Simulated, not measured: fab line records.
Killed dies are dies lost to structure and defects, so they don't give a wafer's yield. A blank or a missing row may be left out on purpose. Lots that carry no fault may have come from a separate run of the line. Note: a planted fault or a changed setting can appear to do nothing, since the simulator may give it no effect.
fab line records || flow nand-harc || part 2 of 2: steps 16 to 27 of 27
record: {"lots": 5, "wafers": 15, "last-day": 31}
route steps=1302 shown A_STAIRCASE@666
lots untouched by any fault: they come from a run of this same line in which no faults occurred
start-h: start of the lot's first displayed wafer, in hours after the record's first day || wait-h: hours from the lot's prior step to this one || " the same as in the row above || L1.1+2: a single row standing in for several wafers || - no value, or no start was given || * or withheld: withheld || < > ~ a bound
route shown NAME@n: a module of which the file shows steps, and the number in the route of the first || usual: the fault-free wafers' mean and standard deviation || same: alike in all rows || chamber/n: place in a boat || sites: readings site by site || _std_site: standard deviation of those values || _edge_site: the outer-site mean with the inner-site mean subtracted || radius-mm: how far each site lies from the wafer's centre || mask NAME#n: copy n || behind: the most recent tool/chamber to have shaped the wafer || hold: the reason the lot was held/the length of the hold in hours/how it ended || device: the transistor (n, p or np) that didn't switch || end of line: at the end of the route, the tests of the same wafers || where a step has no rows: the recipe by itself || killed: the dies lost at the first sort to structure and to defects; this is not the yield of the wafer || map: shows each die of a wafer: x if killed, . if not, _ if none is there
set.NAME: setting as actually run; set.NAME@STEP: the setting as run at that earlier step || model.NAME: the simulator's own value behind a step, which no gauge read
lots at some steps of the route; a table a step, a row a wafer
services: a tool's chamber out of use, with start hour (start-h, from the record's first day; less than 0 if before it), hours out, and reason
== steps ==
step: NHARC_A_STAIRCASE_ETCH_25
recipe: {"target-depth-a": 1000, "time-s": 40.5, "ion-energy-ev": 400, "c4f8-flow-sccm": 20, "o2-flow-sccm": 10, "ar-flow-sccm": "withheld", "rf-w": 600, "bias-w": 1000, "chemistry": "C4F8/O2"}
usual: {"oes-product-au": "0.942/0.013", "rf-vpp-V": "897/5"}
{"lot.wafer": "L074.1", "tool": "rie-diel-12", "chamber": 1, "start-h": "-", "wait-h": "-", "oes-product-au": 0.929, "rf-hours-counter-h": 29, "rf-vpp-V": 900}
{"lot.wafer": "L074.2", "tool": "rie-diel-12", "chamber": 3, "start-h": "-", "wait-h": "-", "oes-product-au": 0.935, "rf-hours-counter-h": 21, "rf-vpp-V": 893}
{"lot.wafer": "L074.4", "tool": "rie-diel-12", "chamber": 0, "start-h": "-", "wait-h": "-", "oes-product-au": 0.936, "rf-hours-counter-h": 27, "rf-vpp-V": 892}
{"lot.wafer": "L083.3", "tool": "rie-diel-12", "chamber": 2, "start-h": "-", "wait-h": "-", "oes-product-au": 0.937, "rf-hours-counter-h": 54, "rf-vpp-V": 900}
{"lot.wafer": "L083.1", "tool": "rie-diel-12", "chamber": 3, "start-h": "-", "wait-h": "-", "oes-product-au": 0.927, "rf-hours-counter-h": 52, "rf-vpp-V": 892}
{"lot.wafer": "L083.6", "tool": "rie-diel-12", "chamber": 2, "start-h": "-", "wait-h": "-", "oes-product-au": 0.953, "rf-hours-counter-h": "-", "rf-vpp-V": 901}
{"lot.wafer": "L085.1", "tool": "rie-diel-11", "chamber": 1, "start-h": "-", "wait-h": "-", "oes-product-au": 0.943, "rf-hours-counter-h": 7, "rf-vpp-V": 901}
{"lot.wafer": "L085.6", "tool": "rie-diel-11", "chamber": 2, "start-h": "-", "wait-h": "-", "oes-product-au": 0.969, "rf-hours-counter-h": "-", "rf-vpp-V": 898}
{"lot.wafer": "L085.5", "tool": "rie-diel-11", "chamber": 3, "start-h": "-", "wait-h": "-", "oes-product-au": 0.928, "rf-hours-counter-h": "-", "rf-vpp-V": 895}
{"lot.wafer": "L090.3", "tool": "rie-diel-11", "chamber": 1, "start-h": "-", "wait-h": "-", "oes-product-au": 0.945, "rf-hours-counter-h": 31, "rf-vpp-V": 901}
{"lot.wafer": "L090.4", "tool": "rie-diel-11", "chamber": 2, "start-h": "-", "wait-h": "-", "oes-product-au": 0.973, "rf-hours-counter-h": 33, "rf-vpp-V": 899}
{"lot.wafer": "L090.1", "tool": "rie-diel-11", "chamber": 0, "start-h": "-", "wait-h": "-", "oes-product-au": 0.936, "rf-hours-counter-h": 28, "rf-vpp-V": 898}
{"lot.wafer": "L091.2", "tool": "rie-diel-04", "chamber": 3, "start-h": "-", "wait-h": "-", "oes-product-au": 0.945, "rf-hours-counter-h": 60, "rf-vpp-V": 903}
{"lot.wafer": "L091.4", "tool": "rie-diel-04", "chamber": 0, "start-h": "-", "wait-h": "-", "oes-product-au": 0.935, "rf-hours-counter-h": 49, "rf-vpp-V": 890}
{"lot.wafer": "L091.6", "tool": "rie-diel-04", "chamber": 3, "start-h": "-", "wait-h": "-", "oes-product-au": 0.951, "rf-hours-counter-h": "-", "rf-vpp-V": 903}
step: NHARC_A_STAIRCASE_TRIM_26
recipe: {"time-s": 211.2, "o2-flow-sccm": 500, "ar-flow-sccm": 0, "bias-w": 0, "chemistry": "O2"}
usual: {"drypump-motor-current-A": "5.8/0.49", "mfc-ar-sccm": "0.008/0.013", "oes-product-au": "0.998/0.0078", "rf-vpp-V": "57.8/0.91", "showerhead-plenum-p-Torr": "3.56/0.13", "throttle-valve-pct": "17.035/0.0091"}
{"lot.wafer": "L074.4", "tool": "rie-diel-12", "chamber": 3, "start-h": "-", "wait-h": "-", "drypump-motor-current-A": 6.1, "mfc-ar-sccm": 0.001, "oes-product-au": 0.982, "rf-hours-counter-h": 21, "rf-vpp-V": 58.4, "showerhead-plenum-p-Torr": 3.44, "throttle-valve-pct": 17.032}
{"lot.wafer": "L074.2", "tool": "rie-diel-12", "chamber": 0, "start-h": "-", "wait-h": "-", "drypump-motor-current-A": 5.0, "mfc-ar-sccm": 0.018, "oes-product-au": 0.995, "rf-hours-counter-h": 27, "rf-vpp-V": 57.9, "showerhead-plenum-p-Torr": 3.45, "throttle-valve-pct": 17.036}
{"lot.wafer": "L074.1", "tool": "rie-diel-12", "chamber": 2, "start-h": "-", "wait-h": "-", "drypump-motor-current-A": 5.4, "mfc-ar-sccm": 0, "oes-product-au": 0.993, "rf-hours-counter-h": 23, "rf-vpp-V": 56.9, "showerhead-plenum-p-Torr": 3.64, "throttle-valve-pct": 17.030}
{"lot.wafer": "L083.3", "tool": "rie-diel-12", "chamber": 2, "start-h": "-", "wait-h": "-", "drypump-motor-current-A": 5.4, "mfc-ar-sccm": 0, "oes-product-au": 0.993, "rf-hours-counter-h": 54, "rf-vpp-V": 58.7, "showerhead-plenum-p-Torr": 3.63, "throttle-valve-pct": 17.043}
{"lot.wafer": "L083.1", "tool": "rie-diel-12", "chamber": 1, "start-h": "-", "wait-h": "-", "drypump-motor-current-A": 5.5, "mfc-ar-sccm": 0, "oes-product-au": 0.993, "rf-hours-counter-h": 57, "rf-vpp-V": 58.8, "showerhead-plenum-p-Torr": 3.60, "throttle-valve-pct": 17.043}
{"lot.wafer": "L083.6", "tool": "rie-diel-12", "chamber": 3, "start-h": "-", "wait-h": "-", "drypump-motor-current-A": 6.1, "mfc-ar-sccm": 0.001, "oes-product-au": 0.998, "rf-hours-counter-h": "-", "rf-vpp-V": 57.5, "showerhead-plenum-p-Torr": 3.43, "throttle-valve-pct": 17.042}
{"lot.wafer": "L085.1", "tool": "rie-diel-11", "chamber": 3, "start-h": "-", "wait-h": "-", "drypump-motor-current-A": 5.0, "mfc-ar-sccm": 0.043, "oes-product-au": 0.988, "rf-hours-counter-h": 8, "rf-vpp-V": 56.3, "showerhead-plenum-p-Torr": 3.49, "throttle-valve-pct": 17.032}
{"lot.wafer": "L085.6", "tool": "rie-diel-11", "chamber": 0, "start-h": "-", "wait-h": "-", "drypump-motor-current-A": 6.4, "mfc-ar-sccm": 0, "oes-product-au": 0.998, "rf-hours-counter-h": "-", "rf-vpp-V": 56.8, "showerhead-plenum-p-Torr": 3.63, "throttle-valve-pct": 17.033}
{"lot.wafer": "L085.5", "tool": "rie-diel-11", "chamber": 1, "start-h": "-", "wait-h": "-", "drypump-motor-current-A": 6.2, "mfc-ar-sccm": 0, "oes-product-au": 1.004, "rf-hours-counter-h": "-", "rf-vpp-V": 57.7, "showerhead-plenum-p-Torr": 3.66, "throttle-valve-pct": 17.048}
{"lot.wafer": "L090.4", "tool": "rie-diel-11", "chamber": 1, "start-h": "-", "wait-h": "-", "drypump-motor-current-A": 6.2, "mfc-ar-sccm": 0, "oes-product-au": 0.989, "rf-hours-counter-h": 31, "rf-vpp-V": 58.3, "showerhead-plenum-p-Torr": 3.65, "throttle-valve-pct": 17.016}
{"lot.wafer": "L090.3", "tool": "rie-diel-11", "chamber": 2, "start-h": "-", "wait-h": "-", "drypump-motor-current-A": 6.1, "mfc-ar-sccm": 0, "oes-product-au": 1.009, "rf-hours-counter-h": 33, "rf-vpp-V": 58.1, "showerhead-plenum-p-Torr": 3.60, "throttle-valve-pct": 17.028}
{"lot.wafer": "L090.1", "tool": "rie-diel-11", "chamber": 0, "start-h": "-", "wait-h": "-", "drypump-motor-current-A": 6.4, "mfc-ar-sccm": 0, "oes-product-au": 1.003, "rf-hours-counter-h": 28, "rf-vpp-V": 57.5, "showerhead-plenum-p-Torr": 3.61, "throttle-valve-pct": 17.033}
{"lot.wafer": "L091.4", "tool": "rie-diel-04", "chamber": 1, "start-h": "-", "wait-h": "-", "drypump-motor-current-A": 6.6, "mfc-ar-sccm": 0.030, "oes-product-au": 1.007, "rf-hours-counter-h": 34, "rf-vpp-V": 58.1, "showerhead-plenum-p-Torr": 3.28, "throttle-valve-pct": 17.027}
{"lot.wafer": "L091.2", "tool": "rie-diel-04", "chamber": 2, "start-h": "-", "wait-h": "-", "drypump-motor-current-A": 6.2, "mfc-ar-sccm": 0.017, "oes-product-au": 0.992, "rf-hours-counter-h": 59, "rf-vpp-V": 59.0, "showerhead-plenum-p-Torr": 3.60, "throttle-valve-pct": 17.025}
{"lot.wafer": "L091.6", "tool": "rie-diel-04", "chamber": 1, "start-h": "-", "wait-h": "-", "drypump-motor-current-A": 6.6, "mfc-ar-sccm": 0.030, "oes-product-au": 1.004, "rf-hours-counter-h": "-", "rf-vpp-V": 57.5, "showerhead-plenum-p-Torr": 3.27, "throttle-valve-pct": 17.034}
step: NHARC_A_STAIRCASE_ETCH_27
recipe: {"target-depth-a": 1000, "time-s": 40.5, "ion-energy-ev": 400, "c4f8-flow-sccm": 20, "o2-flow-sccm": 10, "ar-flow-sccm": "withheld", "rf-w": 600, "bias-w": 1000, "chemistry": "C4F8/O2"}
usual: {"oes-product-au": "0.940/0.0098", "rf-vpp-V": "897/4.9"}
{"lot.wafer": "L074.2", "tool": "rie-diel-12", "chamber": 0, "start-h": "-", "wait-h": "-", "oes-product-au": 0.942, "rf-hours-counter-h": 27, "rf-vpp-V": 895}
{"lot.wafer": "L074.1", "tool": "rie-diel-12", "chamber": 2, "start-h": "-", "wait-h": "-", "oes-product-au": 0.948, "rf-hours-counter-h": 23, "rf-vpp-V": 899}
{"lot.wafer": "L074.4", "tool": "rie-diel-12", "chamber": 3, "start-h": "-", "wait-h": "-", "oes-product-au": 0.930, "rf-hours-counter-h": 21, "rf-vpp-V": 893}
{"lot.wafer": "L083.3", "tool": "rie-diel-12", "chamber": 2, "start-h": "-", "wait-h": "-", "oes-product-au": 0.938, "rf-hours-counter-h": 54, "rf-vpp-V": 899}
{"lot.wafer": "L083.1", "tool": "rie-diel-12", "chamber": 0, "start-h": "-", "wait-h": "-", "oes-product-au": 0.940, "rf-hours-counter-h": 55, "rf-vpp-V": 893}
{"lot.wafer": "L083.6", "tool": "rie-diel-12", "chamber": 2, "start-h": "-", "wait-h": "-", "oes-product-au": 0.948, "rf-hours-counter-h": "-", "rf-vpp-V": 901}
{"lot.wafer": "L085.1", "tool": "rie-diel-11", "chamber": 0, "start-h": "-", "wait-h": "-", "oes-product-au": 0.940, "rf-hours-counter-h": 6, "rf-vpp-V": 901}
{"lot.wafer": "L085.6", "tool": "rie-diel-11", "chamber": 0, "start-h": "-", "wait-h": "-", "oes-product-au": 0.935, "rf-hours-counter-h": "-", "rf-vpp-V": 899}
{"lot.wafer": "L085.5", "tool": "rie-diel-11", "chamber": 1, "start-h": "-", "wait-h": "-", "oes-product-au": 0.943, "rf-hours-counter-h": "-", "rf-vpp-V": 902}
{"lot.wafer": "L090.4", "tool": "rie-diel-11", "chamber": 1, "start-h": "-", "wait-h": "-", "oes-product-au": 0.949, "rf-hours-counter-h": 31, "rf-vpp-V": 899}
{"lot.wafer": "L090.1", "tool": "rie-diel-11", "chamber": 3, "start-h": "-", "wait-h": "-", "oes-product-au": 0.949, "rf-hours-counter-h": 30, "rf-vpp-V": 896}
{"lot.wafer": "L090.3", "tool": "rie-diel-11", "chamber": 0, "start-h": "-", "wait-h": "-", "oes-product-au": 0.953, "rf-hours-counter-h": 28, "rf-vpp-V": 899}
{"lot.wafer": "L091.4", "tool": "rie-diel-04", "chamber": 1, "start-h": "-", "wait-h": "-", "oes-product-au": 0.930, "rf-hours-counter-h": 34, "rf-vpp-V": 886}
{"lot.wafer": "L091.2", "tool": "rie-diel-04", "chamber": 3, "start-h": "-", "wait-h": "-", "oes-product-au": 0.926, "rf-hours-counter-h": 60, "rf-vpp-V": 900}
{"lot.wafer": "L091.6", "tool": "rie-diel-04", "chamber": 2, "start-h": "-", "wait-h": "-", "oes-product-au": 0.917, "rf-hours-counter-h": "-", "rf-vpp-V": 899}
step: NHARC_A_STAIRCASE_STRIP_175
recipe: {"power-w": 1500, "temp-c": 250, "chemistry": "O2"}
usual: {"drypump-motor-current-A": "5.8/0.54", "heater-power-w": "332/33"}
{"lot.wafer": "L074.1", "tool": "plasma-asher-01", "chamber": 1, "start-h": 352.42, "wait-h": 0.1, "drypump-motor-current-A": 5.7, "heater-power-w": 272, "rf-hours-counter-h": 0}
{"lot.wafer": "L074.2", "tool": "plasma-asher-01", "chamber": 0, "start-h": 352.42, "wait-h": 0.1, "drypump-motor-current-A": 5.7, "heater-power-w": 332, "rf-hours-counter-h": 0}
{"lot.wafer": "L074.4", "tool": "plasma-asher-01", "chamber": 1, "start-h": 352.42, "wait-h": 0.1, "drypump-motor-current-A": 5.7, "heater-power-w": 273, "rf-hours-counter-h": "-"}
{"lot.wafer": "L083.1", "tool": "plasma-asher-01", "chamber": 0, "start-h": 434.99, "wait-h": 0.4, "drypump-motor-current-A": 5.7, "heater-power-w": 329, "rf-hours-counter-h": 21}
{"lot.wafer": "L083.3", "tool": "plasma-asher-01", "chamber": 0, "start-h": 434.99, "wait-h": 0.4, "drypump-motor-current-A": 5.7, "heater-power-w": 335, "rf-hours-counter-h": "-"}
{"lot.wafer": "L083.6", "tool": "plasma-asher-01", "chamber": 1, "start-h": 434.99, "wait-h": 0.4, "drypump-motor-current-A": 5.8, "heater-power-w": 276, "rf-hours-counter-h": "-"}
{"lot.wafer": "L085.1", "tool": "plasma-asher-02", "chamber": 0, "start-h": 458.95, "wait-h": 0.1, "drypump-motor-current-A": 5.3, "heater-power-w": 364, "rf-hours-counter-h": 4}
{"lot.wafer": "L085.5", "tool": "plasma-asher-02", "chamber": 0, "start-h": 458.95, "wait-h": 0.1, "drypump-motor-current-A": 5.2, "heater-power-w": 354, "rf-hours-counter-h": "-"}
{"lot.wafer": "L085.6", "tool": "plasma-asher-02", "chamber": 1, "start-h": 458.95, "wait-h": 0.1, "drypump-motor-current-A": 6.6, "heater-power-w": 333, "rf-hours-counter-h": "-"}
{"lot.wafer": "L090.1", "tool": "plasma-asher-02", "chamber": 1, "start-h": 521.76, "wait-h": 0.1, "drypump-motor-current-A": 6.6, "heater-power-w": 343, "rf-hours-counter-h": 16}
{"lot.wafer": "L090.4", "tool": "plasma-asher-02", "chamber": 0, "start-h": 521.76, "wait-h": 0.1, "drypump-motor-current-A": 5.2, "heater-power-w": 353, "rf-hours-counter-h": "-"}
{"lot.wafer": "L090.3", "tool": "plasma-asher-02", "chamber": 1, "start-h": 521.76, "wait-h": 0.1, "drypump-motor-current-A": 6.7, "heater-power-w": 338, "rf-hours-counter-h": "-"}
{"lot.wafer": "L091.2", "tool": "plasma-asher-02", "chamber": 1, "start-h": 522.11, "wait-h": 0.1, "drypump-motor-current-A": 6.6, "heater-power-w": 344, "rf-hours-counter-h": 16}
{"lot.wafer": "L091.4", "tool": "plasma-asher-02", "chamber": 0, "start-h": 522.11, "wait-h": 0.1, "drypump-motor-current-A": 5.2, "heater-power-w": 363, "rf-hours-counter-h": "-"}
{"lot.wafer": "L091.6", "tool": "plasma-asher-02", "chamber": 0, "start-h": 522.11, "wait-h": 0.1, "drypump-motor-current-A": 5.2, "heater-power-w": 357, "rf-hours-counter-h": "-"}
step: NHARC_A_STAIRCASE_STRIP_148
recipe: {"time-s": 900, "temp-c": 130, "chemistry": "SPM"}
usual: {"bath-guard-temp-C": "129.9/0.54", "bath-heat-duty-pct": "15.2/2.1"}
{"lot.wafer": "L074.2", "tool": "wet-bench-04", "chamber": 0, "start-h": 352.78, "wait-h": 0.3, "bath-guard-temp-C": 129.4, "bath-heat-duty-pct": 15.0}
{"lot.wafer": "L074.1", "tool": "wet-bench-04", "chamber": 1, "start-h": 352.78, "wait-h": 0.3, "bath-guard-temp-C": 129.6, "bath-heat-duty-pct": 17.9}
{"lot.wafer": "L074.4", "tool": "wet-bench-04", "chamber": 2, "start-h": 352.78, "wait-h": 0.3, "bath-guard-temp-C": 130.1, "bath-heat-duty-pct": 16.4}
{"lot.wafer": "L083.1", "tool": "wet-bench-04", "chamber": 6, "start-h": 435.29, "wait-h": 0.3, "bath-guard-temp-C": 129.9, "bath-heat-duty-pct": 13.9}
{"lot.wafer": "L083.3", "tool": "wet-bench-04", "chamber": 7, "start-h": 435.29, "wait-h": 0.3, "bath-guard-temp-C": 129.8, "bath-heat-duty-pct": 17.2}
{"lot.wafer": "L083.6", "tool": "wet-bench-04", "chamber": 3, "start-h": 435.29, "wait-h": 0.3, "bath-guard-temp-C": 129.5, "bath-heat-duty-pct": 12.1}
{"lot.wafer": "L085.1", "tool": "wet-bench-04", "chamber": 1, "start-h": 459.30, "wait-h": 0.3, "bath-guard-temp-C": 129.4, "bath-heat-duty-pct": 17.0}
{"lot.wafer": "L085.6", "tool": "wet-bench-04", "chamber": 2, "start-h": 459.30, "wait-h": 0.3, "bath-guard-temp-C": 130.2, "bath-heat-duty-pct": 18.7}
{"lot.wafer": "L085.5", "tool": "wet-bench-04", "chamber": 4, "start-h": 459.30, "wait-h": 0.3, "bath-guard-temp-C": 130.0, "bath-heat-duty-pct": 12.9}
{"lot.wafer": "L090.1", "tool": "wet-bench-04", "chamber": 7, "start-h": 522.06, "wait-h": 0.3, "bath-guard-temp-C": 129.6, "bath-heat-duty-pct": 17.6}
{"lot.wafer": "L090.4", "tool": "wet-bench-04", "chamber": 0, "start-h": 522.06, "wait-h": 0.3, "bath-guard-temp-C": 129.6, "bath-heat-duty-pct": 14.3}
{"lot.wafer": "L090.3", "tool": "wet-bench-04", "chamber": 3, "start-h": 522.06, "wait-h": 0.3, "bath-guard-temp-C": 129.8, "bath-heat-duty-pct": 11.4}
{"lot.wafer": "L091.6", "tool": "wet-bench-01", "chamber": 4, "start-h": 522.46, "wait-h": 0.1, "bath-guard-temp-C": 130.8, "bath-heat-duty-pct": 16.4}
{"lot.wafer": "L091.4", "tool": "wet-bench-01", "chamber": 6, "start-h": 522.46, "wait-h": 0.1, "bath-guard-temp-C": 129.8, "bath-heat-duty-pct": 13.7}
{"lot.wafer": "L091.2", "tool": "wet-bench-01", "chamber": 0, "start-h": 522.46, "wait-h": 0.1, "bath-guard-temp-C": 129.2, "bath-heat-duty-pct": 16.5}
step: NHARC_A_STAIRCASE_PRECLEAN_149
recipe: {"time-s": "*", "temp-c": 50, "bath-age-min": 0, "chemistry": "SC1"}
usual: {"bath-guard-temp-C": "49.9/0.53", "bath-heat-duty-pct": "7.3/0.98", "sc1-h2o2-end-mol-l": "0.3698/0.00063"}
{"lot.wafer": "L074.2", "tool": "wet-bench-04", "chamber": 0, "start-h": "-", "wait-h": "-", "bath-guard-temp-C": 49.8, "bath-heat-duty-pct": 7.1, "sc1-h2o2-end-mol-l": 0.3694}
{"lot.wafer": "L074.1", "tool": "wet-bench-04", "chamber": 1, "start-h": "-", "wait-h": "-", "bath-guard-temp-C": 49.0, "bath-heat-duty-pct": 9.0, "sc1-h2o2-end-mol-l": 0.3705}
{"lot.wafer": "L074.4", "tool": "wet-bench-04", "chamber": 2, "start-h": "-", "wait-h": "-", "bath-guard-temp-C": 50.3, "bath-heat-duty-pct": 9.0, "sc1-h2o2-end-mol-l": 0.3703}
{"lot.wafer": "L083.1", "tool": "wet-bench-04", "chamber": 6, "start-h": "-", "wait-h": "-", "bath-guard-temp-C": 49.9, "bath-heat-duty-pct": 6.9, "sc1-h2o2-end-mol-l": 0.3704}
{"lot.wafer": "L083.3", "tool": "wet-bench-04", "chamber": 7, "start-h": "-", "wait-h": "-", "bath-guard-temp-C": 50.1, "bath-heat-duty-pct": 7.9, "sc1-h2o2-end-mol-l": 0.3703}
{"lot.wafer": "L083.6", "tool": "wet-bench-04", "chamber": 3, "start-h": "-", "wait-h": "-", "bath-guard-temp-C": 50.0, "bath-heat-duty-pct": 6.8, "sc1-h2o2-end-mol-l": 0.3704}
{"lot.wafer": "L085.1", "tool": "wet-bench-04", "chamber": 1, "start-h": "-", "wait-h": "-", "bath-guard-temp-C": 49.2, "bath-heat-duty-pct": 8.5, "sc1-h2o2-end-mol-l": 0.3689}
{"lot.wafer": "L085.6", "tool": "wet-bench-04", "chamber": 2, "start-h": "-", "wait-h": "-", "bath-guard-temp-C": 50.0, "bath-heat-duty-pct": 7.7, "sc1-h2o2-end-mol-l": 0.3701}
{"lot.wafer": "L085.5", "tool": "wet-bench-04", "chamber": 4, "start-h": "-", "wait-h": "-", "bath-guard-temp-C": 50.2, "bath-heat-duty-pct": 5.7, "sc1-h2o2-end-mol-l": 0.3705}
{"lot.wafer": "L090.1", "tool": "wet-bench-04", "chamber": 7, "start-h": "-", "wait-h": "-", "bath-guard-temp-C": 49.9, "bath-heat-duty-pct": 8.7, "sc1-h2o2-end-mol-l": 0.3696}
{"lot.wafer": "L090.4", "tool": "wet-bench-04", "chamber": 0, "start-h": "-", "wait-h": "-", "bath-guard-temp-C": 49.3, "bath-heat-duty-pct": 7.7, "sc1-h2o2-end-mol-l": 0.3692}
{"lot.wafer": "L090.3", "tool": "wet-bench-04", "chamber": 3, "start-h": "-", "wait-h": "-", "bath-guard-temp-C": 49.6, "bath-heat-duty-pct": 6.1, "sc1-h2o2-end-mol-l": 0.3689}
{"lot.wafer": "L091.6", "tool": "wet-bench-01", "chamber": 4, "start-h": "-", "wait-h": "-", "bath-guard-temp-C": 50.6, "bath-heat-duty-pct": 7.8, "sc1-h2o2-end-mol-l": 0.3693}
{"lot.wafer": "L091.4", "tool": "wet-bench-01", "chamber": 6, "start-h": "-", "wait-h": "-", "bath-guard-temp-C": 49.7, "bath-heat-duty-pct": 6.8, "sc1-h2o2-end-mol-l": 0.3710}
{"lot.wafer": "L091.2", "tool": "wet-bench-01", "chamber": 0, "start-h": "-", "wait-h": "-", "bath-guard-temp-C": 49.5, "bath-heat-duty-pct": 8.0, "sc1-h2o2-end-mol-l": 0.3706}
step: NHARC_A_STAIRCASE_SRD_150
{"lot.wafer": "L074.2+1+4", "tool": "wet-bench-04", "chamber": "0,1,2", "start-h": "-", "wait-h": "-"}
{"lot.wafer": "L083.1+3+6", "tool": "wet-bench-04", "chamber": "6,7,3", "start-h": "-", "wait-h": "-"}
{"lot.wafer": "L085.1+6+5", "tool": "wet-bench-04", "chamber": "1,2,4", "start-h": "-", "wait-h": "-"}
{"lot.wafer": "L090.1+4+3", "tool": "wet-bench-04", "chamber": "7,0,3", "start-h": "-", "wait-h": "-"}
{"lot.wafer": "L091.6+4+2", "tool": "wet-bench-01", "chamber": "4,6,0", "start-h": "-", "wait-h": "-"}
step: NHARC_A_STAIRCASE_DEHYDRATE_176
recipe: {"temp-c": 150, "time-s": 120}
{"lot.wafer": "L074.1+2+4", "tool": "litho-track-02", "chamber": 0, "start-h": 353.22, "wait-h": "-"}
{"lot.wafer": "L083.1+3+6", "tool": "litho-track-07", "chamber": 0, "start-h": 435.75, "wait-h": "-"}
{"lot.wafer": "L085.1+5+6", "tool": "litho-track-07", "chamber": 0, "start-h": 459.78, "wait-h": "-"}
{"lot.wafer": "L090.1+3+4", "tool": "litho-track-07", "chamber": 0, "start-h": 522.51, "wait-h": "-"}
{"lot.wafer": "L091.2+4+6", "tool": "litho-track-03", "chamber": 0, "start-h": 522.91, "wait-h": "-"}
step: NHARC_A_STAIRCASE_HMDS_177
recipe: {"time-s": 30}
{"lot.wafer": "L074.1+2+4", "tool": "litho-track-02", "chamber": 0, "start-h": "-", "wait-h": "-"}
{"lot.wafer": "L083.1+3+6", "tool": "litho-track-07", "chamber": 0, "start-h": "-", "wait-h": "-"}
{"lot.wafer": "L085.1+5+6", "tool": "litho-track-07", "chamber": 0, "start-h": "-", "wait-h": "-"}
{"lot.wafer": "L090.1+3+4", "tool": "litho-track-07", "chamber": 0, "start-h": "-", "wait-h": "-"}
{"lot.wafer": "L091.2+4+6", "tool": "litho-track-03", "chamber": 0, "start-h": "-", "wait-h": "-"}
step: NHARC_A_STAIRCASE_COAT_178
recipe: {"spin-rpm": 1200}
{"lot.wafer": "L074.1+2+4", "tool": "litho-track-02", "chamber": 0, "start-h": "-", "wait-h": "-"}
{"lot.wafer": "L083.1+3+6", "tool": "litho-track-07", "chamber": 0, "start-h": "-", "wait-h": "-"}
{"lot.wafer": "L085.1+5+6", "tool": "litho-track-07", "chamber": 0, "start-h": "-", "wait-h": "-"}
{"lot.wafer": "L090.1+3+4", "tool": "litho-track-07", "chamber": 0, "start-h": "-", "wait-h": "-"}
{"lot.wafer": "L091.2+4+6", "tool": "litho-track-03", "chamber": 0, "start-h": "-", "wait-h": "-"}
step: NHARC_A_STAIRCASE_SOFTBAKE_179
recipe: {"temp-c": 135, "time-s": 170}
{"lot.wafer": "L074.1+2+4", "tool": "litho-track-02", "chamber": 0, "start-h": "-", "wait-h": "-"}
{"lot.wafer": "L083.1+3+6", "tool": "litho-track-07", "chamber": 0, "start-h": "-", "wait-h": "-"}
{"lot.wafer": "L085.1+5+6", "tool": "litho-track-07", "chamber": 0, "start-h": "-", "wait-h": "-"}
{"lot.wafer": "L090.1+3+4", "tool": "litho-track-07", "chamber": 0, "start-h": "-", "wait-h": "-"}
{"lot.wafer": "L091.2+4+6", "tool": "litho-track-03", "chamber": 0, "start-h": "-", "wait-h": "-"}
step: NHARC_A_STAIRCASE_EBR_180
{"lot.wafer": "L074.1+2+4", "tool": "litho-track-02", "chamber": 0, "start-h": "-", "wait-h": "-"}
{"lot.wafer": "L083.1+3+6", "tool": "litho-track-07", "chamber": 0, "start-h": "-", "wait-h": "-"}
{"lot.wafer": "L085.1+5+6", "tool": "litho-track-07", "chamber": 0, "start-h": "-", "wait-h": "-"}
{"lot.wafer": "L090.1+3+4", "tool": "litho-track-07", "chamber": 0, "start-h": "-", "wait-h": "-"}
{"lot.wafer": "L091.2+4+6", "tool": "litho-track-03", "chamber": 0, "start-h": "-", "wait-h": "-"}
== services ==
{"tool": "rie-diel-12", "chamber": "-", "start-h": 335.31, "hours": 2.3, "kind": "repair"}
{"tool": "rie-diel-04", "chamber": 0, "start-h": 337.25, "hours": "-", "kind": "clean"}
{"tool": "rie-diel-04", "chamber": 1, "start-h": 337.25, "hours": "-", "kind": "clean"}
{"tool": "rie-diel-04", "chamber": 2, "start-h": 337.25, "hours": "-", "kind": "clean"}
{"tool": "rie-diel-04", "chamber": 3, "start-h": 337.25, "hours": "-", "kind": "clean"}
{"tool": "plasma-asher-01", "chamber": "-", "start-h": 342.00, "hours": 9.0, "kind": "pm"}
{"tool": "rie-diel-04", "chamber": "-", "start-h": 357.82, "hours": 9.0, "kind": "pm"}
{"tool": "rie-diel-04", "chamber": 0, "start-h": 357.82, "hours": 9.0, "kind": "vent-cycle"}
{"tool": "rie-diel-04", "chamber": 1, "start-h": 395.52, "hours": 5.5, "kind": "repair"}
{"tool": "rie-diel-12", "chamber": "-", "start-h": 396.22, "hours": 1.2, "kind": "repair"}
{"tool": "litho-track-02", "chamber": "-", "start-h": 402.00, "hours": 7.0, "kind": "pm"}
{"tool": "wet-bench-04", "chamber": "-", "start-h": 403.20, "hours": 8.0, "kind": "pm"}
{"tool": "rie-diel-04", "chamber": 1, "start-h": 411.04, "hours": 2.2, "kind": "repair"}
{"tool": "rie-diel-04", "chamber": 0, "start-h": 416.90, "hours": 7.5, "kind": "repair"}
{"tool": "plasma-asher-01", "chamber": "-", "start-h": 418.69, "hours": 3.2, "kind": "repair"}
{"tool": "plasma-asher-02", "chamber": "-", "start-h": 426.00, "hours": 9.0, "kind": "pm"}
{"tool": "litho-track-07", "chamber": "-", "start-h": 426.00, "hours": 7.0, "kind": "pm"}
{"tool": "rie-diel-11", "chamber": "-", "start-h": 432.54, "hours": 9.0, "kind": "pm"}
{"tool": "rie-diel-12", "chamber": "-", "start-h": 445.50, "hours": 9.0, "kind": "pm"}
{"tool": "rie-diel-04", "chamber": 1, "start-h": 446.43, "hours": 59.4, "kind": "repair"}
{"tool": "litho-track-03", "chamber": "-", "start-h": 450.00, "hours": 7.0, "kind": "pm"}
{"tool": "wet-bench-01", "chamber": "-", "start-h": 453.60, "hours": 8.0, "kind": "pm"}
{"tool": "rie-diel-11", "chamber": 2, "start-h": 488.06, "hours": 1.5, "kind": "repair"}
{"tool": "plasma-asher-01", "chamber": "-", "start-h": 519.00, "hours": 9.0, "kind": "pm"}
